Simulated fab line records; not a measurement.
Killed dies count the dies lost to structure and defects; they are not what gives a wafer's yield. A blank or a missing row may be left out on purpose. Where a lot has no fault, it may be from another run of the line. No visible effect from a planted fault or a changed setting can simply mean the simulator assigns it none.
fab line records    flow n5_finfet
record lots=4  wafers=12  last_day=14
route steps=1938 shown BEOL_M0@741 BEOL_M1@751 BEOL_M4@1111 PASSIVATION@1936
lots untouched by any fault: they come from a run of this same line in which no faults occurred
start_h: hours from the record's first day to the start of the lot's first wafer shown    wait_h: time in hours since the lot's previous step    " unchanged from the row above    L1.1+2: a single row standing in for several wafers    - either no value or no given start    * or withheld: withheld    < > ~ a bound
route shown NAME@n: a module of which the file shows steps, and the number in the route of the first    usual: average and standard deviation across the fault-free wafers    same: alike in all rows    chamber/n: place in a boat    sites: per-site readings    _std_site: their standard deviation    _edge_site: outer sites' mean less inner sites'    radius_mm: for every site, how far away it sits from the centre of the wafer    mask NAME#n: copy n    behind: the tool/chamber that last shaped the wafer    hold: cause of the lot's hold/its duration in hours/its outcome    device: which transistor (n, p or np) failed to switch    end of line: the same wafers' tests at the end of the route    where a step has no rows: the recipe by itself    killed: count of dies lost to structure and defects at first sort (not the wafer's yield)    map: the dies of a wafer, with x for killed, . for not killed, _ for no die there
set.NAME: the run value of the setting; set.NAME@STEP: its run value at that earlier step    model.NAME: the simulator's own value behind a step, which no gauge read
lots seen at some steps along the route; tables by step, rows by wafer
services: when a tool's chamber went out of use (start_h, in hours from the record's first day, below 0 if earlier), for how many hours, and the reason
## steps
# step N5_BEOL_M0_ECD_118
# recipe material=Cu  target_thk_a=3000
# step N5_BEOL_M0_ANNEAL_119
# recipe temp_c=225  time_s=90  ambient=N2
# step N5_BEOL_M0_CMP_120
# recipe stop_on=SiOC  t_overpolish_s=6.9  down_force_psi=1  platen_rpm=50  clearing_platen_down_force_psi=1.5  clearing_platen_rpm=50  post_cmp_clean=cu_alkaline  clearing_platen_pad_velocity_m_s=0.99484  pad_velocity_m_s=0.99484
# step N5_BEOL_M0_PRE_CLEAN_131
# recipe gas=NH3/H2  time_s=15  temp_c=*  rf_power_w=300
# step N5_BEOL_M0_CO_CAP_123
# recipe material=Co  target_thk_a=20  temp_c=200  precursor=CCTBA/H2  pressure_torr=30  time_s=102.1
# step N5_BEOL_M0_PRE_CLEAN_124
# recipe gas=NH3  time_s=15  temp_c=withheld  rf_power_w=300
# step N5_BEOL_M0_DEP_125
# recipe material=SiCN  target_thk_a=80  temp_c=withheld  precursor=3MS/NH3  pressure_torr=3  rf_w=202  time_s=14
# step N5_BEOL_M1_ILD_DEP_00
# recipe material=SiOC  target_thk_a=790  temp_c=350  precursor=DEMS/O2  pressure_torr=5  rf_w=500  time_s=15.3
# step N5_BEOL_M1_PECVD_72
# recipe material=SiO2  target_thk_a=160  temp_c=400  precursor=TEOS/O2  pressure_torr=5.5  rf_w=450  teos_flow_sccm=53.8  gas=O2  flow_sccm=3000  time_s=18
# usual chamber_pressure_Torr=5.502/0.015  heater_power_w=661/57  showerhead_plenum_p_Torr=8.77/0.052  throttle_valve_pct=23.4/1.2
lot.wafer  tool      chamber  start_h  wait_h  chamber_pressure_Torr  heater_power_w  showerhead_plenum_p_Torr  throttle_valve_pct  model.SiO2_of_BEOL_M1_PECVD_72.thk_nm
L371.1     pecvd-04  0        165.27   0.0     5.521                  570             8.83                      23.5                15.8
L371.2     "         2        "        "       5.509                  640             8.79                      20.1                16
L371.6     "         1        "        "       5.516                  729             8.77                      23.8                16
L372.1     pecvd-02  1        169.93   0.0     5.505                  652             8.80                      24.7                16.2
L372.4     "         2        "        "       5.497                  623             8.72                      22.3                16.4
L372.5     "         1        "        "       5.504                  650             8.82                      25.0                16.2
L373.1     pecvd-02  1        177.30   0.0     5.514                  616             8.83                      25.0                27.8
L373.2     "         2        "        "       5.500                  618             8.72                      22.6                16
L373.6     "         1        "        "       5.496                  605             8.80                      24.6                16.2
L376.3     pecvd-02  0        191.74   0.0     5.498                  713             8.68                      23.8                16
L376.4     "         0        "        "       5.490                  702             8.67                      23.7                28.4
L376.5     "         1        "        "       5.517                  658             8.79                      24.7                28.2
# step N5_BEOL_M1_HM_DEP_02
# recipe material=TiN  target_thk_a=200  temp_c=25  chamber_pressure_pa=0.49996
# step N5_BEOL_M1_COAT_61
# recipe resist=SOC  temp_c=250  time_s=60  spin_rpm=1500  resist_thk_nm=60
# step N5_BEOL_M1_COAT_62
# recipe resist=SiARC  temp_c=220  time_s=60  spin_rpm=1500  resist_thk_nm=12
# step N5_BEOL_M1_COAT_73
# recipe resist=underlayer  temp_c=205  time_s=60  spin_rpm=1500  resist_thk_nm=5
# step N5_BEOL_M1_COAT_05
# recipe resist=CAR-EUV  spin_rpm=1500  resist_thk_nm=30
# step N5_BEOL_M1_EBR_07
# recipe solvent=PGMEA  ebr_width_mm=1.5
# step N5_BEOL_M1_SOFTBAKE_06
# recipe temp_c=110  time_s=60  resist=CAR-EUV
# step N5_BEOL_M1_EXPOSE_08
# recipe mask_id=M1  na=0.33  source_shape=dipole  sigma_inner=0.369  sigma_outer=0.767  polarization=unpolarized  dose_mj=33
# step N5_BEOL_M1_PEB_09
# recipe peb_temp_c=100  peb_time_s=60  resist=CAR-EUV
# step N5_BEOL_M1_DEVELOP_10
# recipe develop_time_s=30  developer=TMAH  resist=CAR-EUV  rinse_liquid=surfactant_rinse  dry=air_spin  dev_temp_c=23
# step N5_BEOL_M1_DESCUM_16
# recipe chemistry=O2  time_s=7  source_power_w=50  bias_power_w=20  pressure_mtorr=20  rf_frequency_hz=2.712e+07  temp_c=40  resist=CAR-EUV  o2_flow_sccm=225
# step N5_BEOL_M1_ETCH_74
# recipe chemistry=N2/H2  target=underlayer  target_depth_a=65  mask_material=CAR-EUV  time_s=5.2  ion_energy_ev=200  pressure_mtorr=30  source_w=840  bias_w=150  n2_flow_sccm=200  h2_flow_sccm=200  ends=cleared
# step N5_BEOL_M1_ETCH_63
# recipe chemistry=CF4  target=SiARC  target_depth_a=156  mask_material=CAR-EUV  time_s=26  ion_energy_ev=80  pressure_mtorr=40  source_w=545  bias_w=36  Ar_flow_sccm=100  cf4_flow_sccm=100  ends=cleared
# step N5_BEOL_M1_ETCH_64
# recipe chemistry=N2/H2  target=SOC  target_depth_a=750  overetch_a=150  mask_material=SiARC  temp_c=40  time_s=112.5  ion_energy_ev=200  pressure_mtorr=30  source_w=840  bias_w=150  n2_flow_sccm=200  h2_flow_sccm=200
# step N5_BEOL_M1_STRIP_65
# recipe chemistry=N2/H2  temp_c=40  n2_flow_sccm=200  h2_flow_sccm=200  rf_frequency_hz=6e+07
# step N5_BEOL_M1_STRIP_75
# recipe chemistry=N2/H2  temp_c=40  n2_flow_sccm=200  h2_flow_sccm=200  rf_frequency_hz=6e+07
# step N5_BEOL_M1_STRIP_66
# recipe chemistry=CF4  resist=SiARC  power_w=300  bias_power_w=75  pressure_mtorr=50  cf4_flow_sccm=150  rf_frequency_hz=6e+07
# step N5_BEOL_M1_HM_OPEN_17
# recipe chemistry=Cl2/BCl3  target_depth_a=200  overetch_a=60  target=TiN  mask_material=SOC  ion_energy_ev=150  pressure_mtorr=10  icp_w=1000  bias_w=126  Cl2_flow_sccm=53.25  bcl3_flow_sccm=21.75  Ar_flow_sccm=25
# step N5_BEOL_M1_STRIP_19
# recipe chemistry=O2  power_w=400  temp_c=40  pressure_mtorr=30  rf_frequency_hz=6e+07  bias_power_w=0  overash_fraction=0.2  o2_flow_sccm=225
# step N5_BEOL_M1_COAT_67
# recipe resist=SOC  temp_c=250  time_s=60  spin_rpm=1500  resist_thk_nm=60
# step N5_BEOL_M1_COAT_68
# recipe resist=SiARC  temp_c=220  time_s=60  spin_rpm=1500  resist_thk_nm=12
# step N5_BEOL_M1_COAT_76
# recipe resist=underlayer  temp_c=205  time_s=60  spin_rpm=1500  resist_thk_nm=5
# step N5_BEOL_M1_COAT_22
# recipe resist=CAR-EUV  spin_rpm=1500  resist_thk_nm=30
# step N5_BEOL_M1_EBR_24
# recipe solvent=PGMEA  ebr_width_mm=1.5
# step N5_BEOL_M1_SOFTBAKE_23
# recipe temp_c=110  time_s=60  resist=CAR-EUV
# step N5_BEOL_M1_HM_STRIP_39
# recipe chemistry=peroxide_tin_strip  material=TiN  target_depth_a=250  temp_c=50  time_s=158
lot.wafer  tool          chamber  start_h  wait_h  model.SiO2_of_BEOL_M1_PECVD_72.thk_nm
L371.1     wet_bench-06  1        170.83   0.0     15.6
L371.2+6   "             4,2      "        "       15.8
L372.1+5   wet_bench-04  5,2      174.81   0.0     16
L372.4     "             6        "        "       16.2
L373.1     wet_bench-03  4        191.46   0.0     27.6
L373.2+6   "             2,7      "        "       16
L376.3     wet_bench-03  5        196.49   0.0     15.8
L376.4     "             2        "        "       28.2
L376.5     "             0        "        "       28
# step N5_BEOL_M1_CMP_52
# recipe stop_on=SiOC  t_overpolish_s=6.8  down_force_psi=1  platen_rpm=50  clearing_platen_down_force_psi=1.5  clearing_platen_rpm=50  post_cmp_clean=cu_alkaline  target_thk_nm=40  clearing_platen_pad_velocity_m_s=0.99484  pad_velocity_m_s=0.99484
# usual barrier_field_endpoint_s=24.5/0.57  motor_current_A=6.1/0.68  overpolish_run_s=6.801/0.0085
lot.wafer  tool    chamber  start_h  wait_h  barrier_field_endpoint_s  motor_current_A  overpolish_run_s
L371.2     cmp-04  3        174.25   0.2     24.2                      5.4              6.792
L371.1     "       0        "        "       24.1                      7.9              6.797
L371.6     "       3        "        "       24.5                      5.5              6.807
L372.1     cmp-04  2        178.85   0.3     25.7                      5.9              6.796
L372.4     "       0        "        "       25.7                      7.8              6.809
L372.5     "       3        "        "       24.2                      4.9              6.808
L373.1     cmp-04  0        195.00   0.3     39.7                      7.7              1.450
L373.2     "       1        "        "       25.8                      6.0              6.791
L373.6     "       3        "        "       24.9                      5.4              6.801
L376.4     cmp-03  1        201.16   0.1     40.0                      6.6              1.096
L376.3     "       2        "        "       25.0                      6.2              6.815
L376.5     "       1        "        "       39.3                      6.6              1.866
# step N5_BEOL_M4_RC_MEAS_101
# usual DIBL_N=35.9/1.3  DIBL_P=35.9/1.6  IOFF_N=0.156/0.022  IOFF_P=0.205/0.023  ION_N=675/9  ION_P=463/5.6  SS_N=71.4/0.57  SS_P=73.1/0.52  VT_N=249.7/2.8  VT_P=-250.2/2.5
lot.wafer  tool       chamber  start_h  wait_h  DIBL_N[mV/V]  DIBL_P[mV/V]  IOFF_N[nA/um]  IOFF_P[nA/um]  ION_N[uA/um]  ION_P[uA/um]  SS_N[mV/dec]  SS_P[mV/dec]  VT_N[mV]  VT_P[mV]
L371.1     prober-02  0        205.29   0.0     36.5          37.8          0.160          0.256          676           475           71.9          73.8          249.6     -245.5
L371.2     "          0        "        "       35.8          36.2          0.145          0.228          669           474           71.5          73.2          250.2     -248.5
L371.6     "          0        "        "       35.3          35.8          0.139          0.218          673           464           71.8          72.4          250.7     -247.6
L372.1     prober-02  0        222.71   0.0     34.6          34.8          0.122          0.193          655           458           71.6          73.5          253.8     -248.6
L372.4     "          0        "        "       34.8          33.5          0.125          0.186          663           458           71.6          72.9          250.4     -250.9
L372.5     "          0        "        "       35.3          35.1          0.135          0.194          666           461           72.0          73.3          254.4     -251.3
L373.1     prober-01  0        225.57   0.0     37.9          37.4          0.188          0.236          692           469           71.6          73.8          248.8     -246.2
L373.2     "          0        "        "       35.0          34.0          0.141          0.190          678           467           70.9          72.8          251.5     -251.7
L373.6     "          0        "        "       35.1          34.1          0.135          0.189          668           458           70.7          73.1          251.8     -250.8
L376.3     prober-02  0        233.28   0.3     36.6          35.9          0.159          0.220          682           467           71.4          72.7          248.3     -248.0
L376.4     "          0        "        "       34.5          33.8          0.131          0.188          680           460           71.2          72.5          251.7     -251.3
L376.5     "          0        "        "       37.5          37.5          0.188          0.251          693           467           71.5          73.6          245.9     -246.2
# step N5_PASSIVATION_PROBE_49
# usual defect_limited_yield=91.3/1.4  killed_at_M0_to_M3=35/11  killed_at_M4_up=14/5.4  killed_at_contacts=12/6.2  killed_at_front_end=38/11  killed_at_other=4.1/2.8  killed_dies=103/17  killed_on_rim=13/4  killed_open=66/13  killed_short=34/8.2  sort_bin_5_function=5.1/0.89  sort_bin_6_memory=3.3/0.72  sort_n_pass=1077/17  sort_yield_pct=91.3/1.4
# same gross_dies=1180  killed_at_back_side=0  sort_bin_4_leakage[%]=0  sort_bin_8_speed[%]=0
lot.wafer  tool       chamber  start_h  wait_h  defect_limited_yield[%]  killed_at_M0_to_M3  killed_at_M4_up  killed_at_contacts  killed_at_front_end  killed_at_other  killed_dies  killed_on_rim  killed_open  killed_short  sort_bin_5_function[%]  sort_bin_6_memory[%]  sort_n_pass  sort_yield_pct[%]
L371.1     prober-01  -        306.64   0.0     89.6                     58                  20               17                  22                   6                123          14             81           39            5.8                     4.2                   1057         89.6
L371.2     prober-01  -        306.69   0.1     91.3                     46                  17               23                  16                   1                103          10             75           27            5.7                     2.6                   1077         91.3
L371.6     prober-01  -        306.89   0.3     90.2                     39                  17               10                  43                   7                116          14             71           42            5.8                     3.8                   1064         90.2
L372.1     prober-01  -        328.87   0.0     92.7                     36                  14               5                   29                   2                86           15             50           36            4.5                     2.5                   1094         92.7
L373.1     prober-01  -        334.77   0.0     93.1                     23                  9                16                  28                   5                81           5              47           32            3.7                     3.1                   1099         93.1
L373.2     prober-01  -        334.82   0.1     90.7                     37                  7                13                  49                   4                110          16             71           38            5.7                     3.3                   1070         90.7
L373.6     prober-01  -        335.02   0.3     92.6                     28                  10               12                  34                   3                87           16             54           31            4.5                     2.7                   1093         92.6
L376.3     prober-02  -        339.51   0.1     92.8                     23                  24               15                  20                   3                85           13             51           34            5.0                     1.9                   1095         92.8
L376.4     prober-02  -        339.56   0.2     91.3                     26                  16               2                   53                   6                103          12             47           54            5.0                     3.1                   1077         91.3
L376.5     prober-02  -        339.61   0.2     87.7                     56                  12               19                  53                   5                145          22             81           59            5.7                     6.0                   1035         87.7
# killed by level:class
L371.1 BEOL_M0_SAQP:geometric_particle:short=16 MOL_CONTACT_COAG:geometric_particle:open=15 BEOL_M0_SAQP:geometric_particle:open=14 BEOL_M4:geometric_particle:open=13 BEOL_M3:geometric_particle:open=7 BEOL_M2:geometric_particle:open=7 BEOL_M1:geometric_particle:open=5 DUMMY_GATE:geometric_particle:open=4
L371.2 MOL_CONTACT_COAG:geometric_particle:open=19 BEOL_M2:geometric_particle:open=9 BEOL_M0_SAQP:geometric_particle:open=9 BEOL_M0:geometric_particle:open=8 BEOL_M4:geometric_particle:open=8 STI_FIN_REVEAL:geometric_particle:open=7 BEOL_M1:geometric_particle:open=6 FIN_SAQP:geometric_particle:short=4
L371.6 DUMMY_GATE:geometric_particle:open=10 BEOL_M0_SAQP:geometric_particle:short=10 BEOL_M3:geometric_particle:open=9 MOL_CONTACT_COAG:geometric_particle:open=8 FIN_SAQP:geometric_particle:short=6 FIN_SAQP:geometric_particle:open=6 BEOL_M0_SAQP:geometric_particle:open=6 GATE_CUT:geometric_particle:short=5
L372.1 BEOL_M0_SAQP:geometric_particle:short=10 BEOL_M0_SAQP:geometric_particle:open=10 BEOL_M2:geometric_particle:open=9 FIN_SAQP:geometric_particle:short=6 DUMMY_GATE:geometric_particle:open=6 BEOL_M4:geometric_particle:open=6 STI_FIN_REVEAL:geometric_particle:open=4 BEOL_M5:geometric_particle:open=4
L373.1 MOL_CONTACT_COAG:geometric_particle:open=11 FIN_SAQP:geometric_particle:open=9 BEOL_M0_SAQP:geometric_particle:short=6 MOL_CONTACT_COAG:geometric_particle:short=5 BEOL_M3:geometric_particle:open=5 BEOL_M3:geometric_particle:short=4 BEOL_M4:geometric_particle:open=4 FIN_SAQP:geometric_particle:short=3
L373.2 STI_FIN_REVEAL:geometric_particle:open=15 MOL_CONTACT_COAG:geometric_particle:open=11 BEOL_M0_SAQP:geometric_particle:open=10 FIN_SAQP:geometric_particle:open=9 GATE_CUT:geometric_particle:short=6 BEOL_M0_SAQP:geometric_particle:short=6 BEOL_M3:geometric_particle:short=6 BEOL_M1:geometric_particle:open=5
L373.6 FIN_SAQP:geometric_particle:short=12 MOL_CONTACT_COAG:geometric_particle:open=8 BEOL_M0_SAQP:geometric_particle:open=7 BEOL_M3:geometric_particle:open=6 BEOL_M4:geometric_particle:open=6 BEOL_M1:geometric_particle:open=5 MOL_CONTACT_COAG:geometric_particle:short=4 FIN_SAQP:geometric_particle:open=3
L376.3 MOL_CONTACT_COAG:geometric_particle:open=10 BEOL_M4:geometric_particle:open=10 BEOL_M2:geometric_particle:open=8 BEOL_M4:geometric_particle:short=7 BEOL_M0_SAQP:geometric_particle:short=7 BEOL_M7:geometric_particle:open=5 MOL_CONTACT_COAG:geometric_particle:short=5 BEOL_M0_SAQP:geometric_particle:open=5
L376.4 FIN_SAQP:geometric_particle:short=21 FIN_SAQP:geometric_particle:open=13 BEOL_M1:geometric_particle:short=9 BEOL_M4:geometric_particle:open=9 BEOL_M0_SAQP:geometric_particle:short=6 BEOL_M2:geometric_particle:open=5 BEOL_M4:geometric_particle:short=5 BEOL_M0_SAQP:geometric_particle:open=4
L376.5 BEOL_M0_SAQP:geometric_particle:open=16 MOL_CONTACT_COAG:geometric_particle:open=13 BEOL_M0_SAQP:geometric_particle:short=13 BEOL_M2:geometric_particle:open=11 FIN_SAQP:geometric_particle:open=9 FIN_SAQP:geometric_particle:short=7 MOL_CONTACT_COAG:geometric_particle:short=6 DUMMY_GATE:geometric_particle:open=6
## services
tool      chamber  start_h  hours  kind
cmp-03    -        143.32   18.2   repair
cmp-04    -        148.38   1.8    repair
pecvd-02  2        156.91   2.1    scheduled_down
cmp-03    -        171.73   4.0    pm
pecvd-04  0        173.37   10.2   repair
cmp-03    -        175.73   -      consumable_replace:conditioner
cmp-03    -        175.73   -      consumable_replace:pad
pecvd-04  2        190.12   32.7   repair
## key
first_sign step=N5_BEOL_M1_CMP_52  reading=overpolish_run_s  direction=down  sigmas=99+  usual=6.801  struck=1.471
effect step=N5_BEOL_M1_CMP_52  reading=barrier_field_endpoint_s  direction=up  sigmas=26  usual=24.5  struck=39.7
model_effect step=N5_BEOL_M1_PECVD_72  value=SiO2_of_BEOL_M1_PECVD_72.thk_nm  without=16.2  struck=28.13
model_effect step=N5_BEOL_M1_HM_STRIP_39  value=SiO2_of_BEOL_M1_PECVD_72.thk_nm  without=16  struck=27.93
met_at N5_BEOL_M1_PECVD_72
struck_wafers L373.1,L376.4,L376.5
onset_between 169.93 177.30
fault kind=process_parameter_drift  tool=pecvd-02  chamber=-  onset_h=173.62  steps=N5_BEOL_M1_PECVD_72  channel=time_s  offset=*  shape=step  end_h=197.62  scope=struck_wafers_only  acts_in=*  stated=*
